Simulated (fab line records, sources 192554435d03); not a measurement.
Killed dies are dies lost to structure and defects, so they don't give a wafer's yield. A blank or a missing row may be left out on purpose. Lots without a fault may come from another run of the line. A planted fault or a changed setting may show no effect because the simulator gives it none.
Which tool did it? | flow n5_finfet | 11 lots, 33 wafers sampled, at 3 steps of a route of 1938

WHAT THE GAUGES READ, wafer by wafer
N5_BEOL_M4_INSPECT_59: inspects for defects (darkfield). Usual: raw_defect_count 73, standard deviation 24.
lot  | measured     | on                | raw_defect_count | flag
L768 | day 7 20:00  | defect_inspect-01 | 53 36 63         |
L769 | day 7 22:30  | defect_inspect-01 | 52 62 57         |
L773 | day 10 00:44 | defect_inspect-02 | 59 72 44         |
L775 | day 10 16:32 | defect_inspect-01 | 90 95 91         |
L780 | day 11 09:20 | defect_inspect-01 | 70 96 55         |
L782 | day 11 17:22 | defect_inspect-02 | 79 92 47         |
L783 | day 12 11:08 | defect_inspect-01 | 53 53 78         |
L785 | day 12 20:40 | defect_inspect-01 | 67 103 131       |
L786 | day 12 22:34 | defect_inspect-01 | 70 103 65        |
L787 | day 13 05:01 | defect_inspect-01 | 61 45 43         |
L791 | day 14 07:25 | defect_inspect-02 | 49 75 76         |

N5_BEOL_M5_INSPECT_30: inspects for defects (brightfield). Usual: raw_defect_count 397, standard deviation 94.
lot  | measured     | on                | raw_defect_count | flag
L768 | day 8 00:31  | defect_inspect-01 | 316 298 359      |
L769 | day 8 09:05  | defect_inspect-02 | 373 296 438      |
L773 | day 10 07:04 | defect_inspect-02 | 306 364 458      |
L775 | day 10 22:08 | defect_inspect-02 | 488 491 584      |
L780 | day 11 14:05 | defect_inspect-02 | 478 561 386      |
L782 | day 11 21:02 | defect_inspect-01 | 504 437 416      |
L783 | day 12 16:07 | defect_inspect-02 | 362 321 336      |
L785 | day 12 23:59 | defect_inspect-01 | 396 420 670      |
L786 | day 13 03:31 | defect_inspect-01 | 260 434 340      |
L787 | day 13 12:25 | defect_inspect-01 | 294 317 262      |
L791 | day 14 10:55 | defect_inspect-01 | 347 521 472      |

WHICH TOOL RAN EACH LOT (tool, then ch and the chambers of the sampled wafers, then the start)
lot  | N5_BEOL_M5_PECVD_70
L768 | pecvd-04 ch 0,1,2, day 7 21:47
L769 | pecvd-02 ch 0,2, day 8 00:07
L773 | pecvd-02 ch 0,1, day 10 02:21
L775 | pecvd-03 ch 1,2, day 10 18:09
L780 | pecvd-03 ch 0,1,2, day 11 11:25
L782 | pecvd-03 ch 0,1,2, day 11 18:58
L783 | pecvd-02 ch 0,1,2, day 12 12:44
L785 | pecvd-03 ch 1,2, day 12 22:16
L786 | pecvd-03 ch 0,1,2, day 13 00:10
L787 | pecvd-02 ch 0,1, day 13 06:38
L791 | pecvd-02 ch 0,1,2, day 14 09:07
- N5_BEOL_M5_PECVD_70: deposits SiO2 from TEOS/O2, target thk 16 nm, time 18 s.

WHAT THE TOOLS THEMSELVES READ (means of the sampled wafers that have a number; where no wafer has one, the mark that the record gives instead)
N5_BEOL_M5_PECVD_70. Usual: heater_power_w 666 W, standard deviation 78; showerhead_plenum_p_Torr 8.77 Torr, standard deviation 0.044; throttle_valve_pct 22.4 %, standard deviation 1.5.
lot  | tool     | heater_power_w (W) | showerhead_plenum_p_Torr (Torr) | throttle_valve_pct (%) | flag
L768 | pecvd-04 | 722                | 8.82                            | 22.6                   |
L769 | pecvd-02 | 678                | 8.77                            | 21.4                   |
L773 | pecvd-02 | 590                | 8.74                            | 24.1                   |
L775 | pecvd-03 | 688                | 8.72                            | 21.0                   |
L780 | pecvd-03 | 653                | 8.76                            | 21.7                   |
L782 | pecvd-03 | 587                | 8.74                            | 21.7                   |
L783 | pecvd-02 | 681                | 8.75                            | 22.9                   |
L785 | pecvd-03 | 702                | 8.70                            | 22.1                   |
L786 | pecvd-03 | 672                | 8.76                            | 21.6                   |
L787 | pecvd-02 | 622                | 8.75                            | 23.8                   |
L791 | pecvd-02 | 674                | 8.76                            | 23.1                   |

THE ANSWER, worked out from the rows above alone
Rule: a lot is off if the mean of its wafers that have a number lies more than 3 standard deviations from the usual mean. A lot without any number at a reading at which 4 lots or more have one is off too. The other lots that the step has rows for count as sound. The gauges are gone through in route order, then the tools' own readings, and for those a lot's mean is taken as printed above. The first step at which some lot is off is used, and at that step the reading that is off furthest; a lot without a number counts as furthest.
No lot is off at any reading shown: from this, nothing can be told.

WHAT THE SIMULATOR HAD PUT IN
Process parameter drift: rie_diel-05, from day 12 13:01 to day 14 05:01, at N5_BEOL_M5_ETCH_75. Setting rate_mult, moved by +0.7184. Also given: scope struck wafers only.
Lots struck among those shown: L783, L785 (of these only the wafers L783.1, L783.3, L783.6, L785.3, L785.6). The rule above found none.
